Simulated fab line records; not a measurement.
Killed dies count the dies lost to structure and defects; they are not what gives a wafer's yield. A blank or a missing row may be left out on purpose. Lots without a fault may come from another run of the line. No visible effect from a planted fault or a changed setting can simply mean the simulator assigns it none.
Problem report in the 8D (eight disciplines) form, filled by code || flow nand_harc || the parts of the form that need people (team, actions taken, sign-off) are left out

1. PROBLEM STATEMENT
At NHARC_P_CONTACT_PEB_10, plate_temp_C averages 100.70 C over 5 wafers from 2 lots, while fault-free wafers read 99.99 C, standard deviation 0.12. That is +5.9 standard deviations from the usual mean.
The step: peb time 65 s.
Seen first at day 12 04:55 on litho_track-01, wafer L305.1. The record holds 41 wafers of 14 lots with a number at this step. Rule for "out", or "out of limits": more than 4 standard deviations from the usual mean. All remaining wafers that have a number are taken as sound.

2. WHAT IT IS; WHAT IT IS NOT
{"question": "which readings at this step", "is": "plate_temp_C", "is not": "-"}
{"question": "which lots", "is": "L305, L306", "is not": "L292, L293, L294, L296, L297, L298, L299, L309, L310, L311, L313, L314"}
{"question": "which wafers of those lots", "is": "all that have a number", "is not": "-"}
{"question": "read on which tools", "is": "litho_track-01", "is not": "litho_track-04, litho_track-06"}
{"question": "when", "is": "from day 12 04:55", "is not": "up to then (21 sound wafers); but 15 sound wafers of L309, L310, L311, L313, L314 came after"}

3. SUSPECTS, AND WHAT RULES EACH OUT
Counting: a tool at a process step up to the reading stays a suspect if it ran every lot that is out and no sound lot after the first of them.
- litho_track-01 at NHARC_P_CONTACT_PEB_10 (peb time 65 s): kept. It ran every lot that is out, first L305 (day 12 04:55), and no sound lot after that; its last sound lot up to then is L299 (day 9 02:59). Its own readings are out on those wafers: plate_temp_C.
Remaining after the count: litho_track-01 at NHARC_P_CONTACT_PEB_10.

4. THE CAUSE (what the simulator had put in)
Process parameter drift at NHARC_P_CONTACT_PEB_10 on litho_track-01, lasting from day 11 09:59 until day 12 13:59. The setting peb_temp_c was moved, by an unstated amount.
Only this tool survived the counting.

5. THE EFFECT CHAIN, in route order
Rows list readings where the struck wafers' mean (over those with a number) sits beyond 3 standard deviations from the usual. Only readings for which the record gives a usual standard deviation are gone through. hours: the time from each lot's start at the first step in this table that gives one to its start at this step, as a median over the lots. sigmas: the change in usual standard deviations.
{"hours": 0, "step": "NHARC_P_CONTACT_PEB_10", "reading": "plate_temp_C", "usual": "99.99 C", "on struck wafers": 100.70, "change": "+0.71", "sigmas": "+5.9"}
It contains these process steps:
- NHARC_P_CONTACT_PEB_10: peb time 65 s.
Later steps that measure or inspect, where all struck wafers having a row at the step show a number for every such reading and not one has moved that far: NHARC_P_CONTACT_CD_MEAS_19.

6. HOW IT WOULD HAVE BEEN CAUGHT EARLIER
In this record the first reading out of limits was taken at day 12 04:55, 19 hours after the fault began at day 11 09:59.
